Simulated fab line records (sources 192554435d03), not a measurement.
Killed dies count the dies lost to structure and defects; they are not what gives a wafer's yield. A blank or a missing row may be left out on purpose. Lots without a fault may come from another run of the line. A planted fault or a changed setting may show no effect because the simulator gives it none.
Split-lot experiment ; flow n5Finfet ; on a route of 1938 steps: 7 lots, 21 wafers read

ABOUT THE SPLIT
At N5_BEOL_M14_EXPOSE_25 (exposes mask M14, target cd 280 nm), the setting doseMj was moved away from the recipe's 26.6 on 5 of the 21 wafers read, by -6.7% to +4.9%. The other wafers ran this setting at the recipe's value.

FROM THE SPLIT TO THE READING: what the file shows between them, 3 steps
- N5_BEOL_M14_PEB_26: peb time 90 s
- N5_BEOL_M14_DEVELOP_27: develop time 45 s
- N5_BEOL_M14_HARDBAKE_32: time 120 s

THE READING
cdNm, in nm, at N5_BEOL_M14_CD_MEAS_28 (target cd 284.4 nm). A value of 283.8 nm with a standard deviation of 1.9 nm is what fault-free wafers of this fab line usually give.

wafer;tool, chamber at the split;doseMj as run;against the recipe;cdNm, nm;against lot-mates on the recipe
L074.2;krfScanner-02, 0;26.6;recipe;284.5;-
L074.4;krfScanner-02, 0;26.6;recipe;283.5;-
L074.6;krfScanner-02, 0;26.6;recipe;284.4;-
L080.2;krfScanner-02, 0;26.6;recipe;283.5;-
L080.5;krfScanner-02, 0;26.6;recipe;283.7;-
L080.6;krfScanner-02, 0;27.91;+4.9%;289.2;+5.6
L081.1;krfScanner-02, 0;26.6;recipe;284.2;-
L081.3;krfScanner-02, 0;26.6;recipe;282.4;-
L081.5;krfScanner-02, 0;26.6;recipe;284.3;-
L084.2;krfScanner-01, 0;26.6;recipe;286.8;-
L084.3;krfScanner-01, 0;26.6;recipe;283.8;-
L084.4;krfScanner-01, 0;26.6;recipe;287.1;-
L085.1;krfScanner-01, 0;26.6;recipe;281.5;-
L085.2;krfScanner-01, 0;27.8;+4.5%;290.5;+9.0
L085.3;krfScanner-01, 0;27.8;+4.5%;290.8;+9.3
L089.1;krfScanner-01, 0;26.6;recipe;284.7;-
L089.4;krfScanner-01, 0;24.82;-6.7%;272.8;-11.9
L089.6;krfScanner-01, 0;24.82;-6.7%;273.6;-11.1
L094.1;krfScanner-02, 0;26.6;recipe;282.7;-
L094.2;krfScanner-02, 0;26.6;recipe;283.9;-
L094.6;krfScanner-02, 0;26.6;recipe;284.6;-

THE FIT
A straight line over all 21 wafers: cdNm changes by +1.49 nm for each +1% of doseMj; r = +0.95; the points scatter about the line by 1.4 nm.
The same after taking each lot's own level away (the mean of its wafers on the recipe; 21 wafers): +1.71 nm for each +1%; r = +0.97; scatter 1.1 nm.
That fit puts the effect of the largest move of doseMj on the reading at 11 nm.
Measured against the standard deviation above, the lots' own levels, which go from 281.50 to 285.90 nm, span 2.3 times it.
Hence the slope depends on the lot-to-lot level, as the two fits are not the same.
Check: -11.2 nm against its lot-mates is what the line predicts for one of the wafers moved furthest among these (-6.7%) when that wafer is left out of the fit. It came out at -11.9 nm against them.

THE WHOLE CHAIN: every reading that the file lists as answering this split, in the file's order
step;what it does;reading;change (the file's fit);r (the file's)
N5_BEOL_M14_CD_MEAS_28;target cd 284.4 nm;cdNm;+1.63 nm for each +1% of the setting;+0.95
N5_BEOL_M14_DESCUM_33;chemistry O2, time 7.9 s;BEOL_M14.cdNm (the simulator's own value, which no gauge read);+1.59 nm for each +1% of the setting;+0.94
N5_BEOL_M14_ETCH_68;etches SOC in N2/H2, time 450 s;BEOL_M14.cdNm (the simulator's own value, which no gauge read);+1.69 nm for each +1% of the setting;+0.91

THE FILE'S OWN FIT
cdNm changes by +1.63 nm for each +1% of doseMj, r = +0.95.
